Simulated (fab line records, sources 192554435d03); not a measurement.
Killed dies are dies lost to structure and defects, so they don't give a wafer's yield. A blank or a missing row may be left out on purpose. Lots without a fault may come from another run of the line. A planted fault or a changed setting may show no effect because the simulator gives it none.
Split-lot experiment | flow n5_finfet | 7 lots, 21 wafers read, on a route of 1938 steps

THE SPLIT
At N5_SDB_EXPOSE_08 (exposes mask SDB), the setting dose_mj was moved away from the recipe's 49.6 on 8 of the 21 wafers read, by -6.0% to +7.3%. The other wafers ran this setting at the recipe's value.

FROM THE SPLIT TO THE READING: what the file shows between them, 2 steps
- N5_SDB_PEB_09: peb time 60 s
- N5_SDB_DEVELOP_10: develop time 30 s

THE READING
cd_nm, in nm, at N5_SDB_CD_MEAS_11 (target cd 50 nm). Fault-free wafers of this fab line usually give 50.5 nm, standard deviation 1.2 nm.

wafer  | tool, chamber at the split | dose_mj as run | against the recipe | cd_nm, nm | against lot-mates on the recipe
L075.1 | arfi_scanner-01, 0         | 52.55          | +5.9%              | 56.7      | +8.4
L075.3 | arfi_scanner-01, 0         | 49.6           | recipe             | 48.3      | -
L075.6 | arfi_scanner-01, 0         | 52.55          | +5.9%              | 55.3      | +7.0
L076.1 | arfi_scanner-03, 0         | 47.56          | -4.1%              | 46.5      | -5.9
L076.2 | arfi_scanner-03, 0         | 47.56          | -4.1%              | 46.1      | -6.3
L076.6 | arfi_scanner-03, 0         | 49.6           | recipe             | 52.4      | -
L085.4 | arfi_scanner-03, 0         | 49.6           | recipe             | 50.5      | -
L085.5 | arfi_scanner-03, 0         | 49.6           | recipe             | 49.1      | -
L085.6 | arfi_scanner-03, 0         | 49.6           | recipe             | 49.9      | -
L091.4 | arfi_scanner-02, 0         | 49.6           | recipe             | 51.5      | -
L091.5 | arfi_scanner-02, 0         | 49.6           | recipe             | 50.3      | -
L091.6 | arfi_scanner-02, 0         | 46.61          | -6.0%              | 45.7      | -5.2
L094.1 | arfi_scanner-01, 0         | 53.24          | +7.3%              | 58.7      | +7.6
L094.2 | arfi_scanner-01, 0         | 49.6           | recipe             | 51.9      | -
L094.3 | arfi_scanner-01, 0         | 49.6           | recipe             | 50.3      | -
L095.2 | arfi_scanner-01, 0         | 51.42          | +3.7%              | 52.7      | +3.1
L095.3 | arfi_scanner-01, 0         | 49.6           | recipe             | 49.6      | -
L095.6 | arfi_scanner-01, 0         | 51.42          | +3.7%              | 51.9      | +2.3
L097.1 | arfi_scanner-02, 0         | 49.6           | recipe             | 50.8      | -
L097.3 | arfi_scanner-02, 0         | 49.6           | recipe             | 50.8      | -
L097.4 | arfi_scanner-02, 0         | 49.6           | recipe             | 50.0      | -

THE FIT
A straight line over all 21 wafers: cd_nm changes by +0.92 nm for each +1% of dose_mj; r = +0.94; the points scatter about the line by 1.1 nm.
The same after taking each lot's own level away (the mean of its wafers on the recipe; 21 wafers): +1.13 nm for each +1%; r = +0.97; scatter 0.97 nm.
On that fit, the largest move of dose_mj shifts the reading by 8.3 nm.
The lots' own levels span 48.30 to 52.40 nm, that is 3.4 times the standard deviation above.
So the lot-to-lot level changes the slope: the two fits differ.
Check: with one of the wafers moved furthest among these (+7.3%) left out of the fit, the line predicts +8.34 nm for it against its lot-mates. It came out at +7.6 nm against them.

OTHER SPLITS ON THESE WAFERS
These wafers also went through other splits before the reading. Each is held against what the fit with the lots' levels taken away leaves over:
other split on the same wafers            | wafers away from the commonest value | r with cd_nm (lot level and that fit taken away)
N5_WELL_APT_COAT_02 spin_rpm              | 4                                    | +0.43
N5_PMOS_HMC_CHANNEL_EPI_PEB_07 peb_temp_c | 7                                    | -0.24
N5_DUMMY_GATE_ETCH_32 time_s              | 7                                    | -0.24
N5_DUMMY_GATE_ETCH_44 target_depth_a      | 10                                   | -0.44
N5_SD_EPI_N_EPI_21 time_s                 | 10                                   | +0.21

THE FILE'S OWN FIT
cd_nm changes by +1.07 nm for each +1% of dose_mj, r = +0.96.
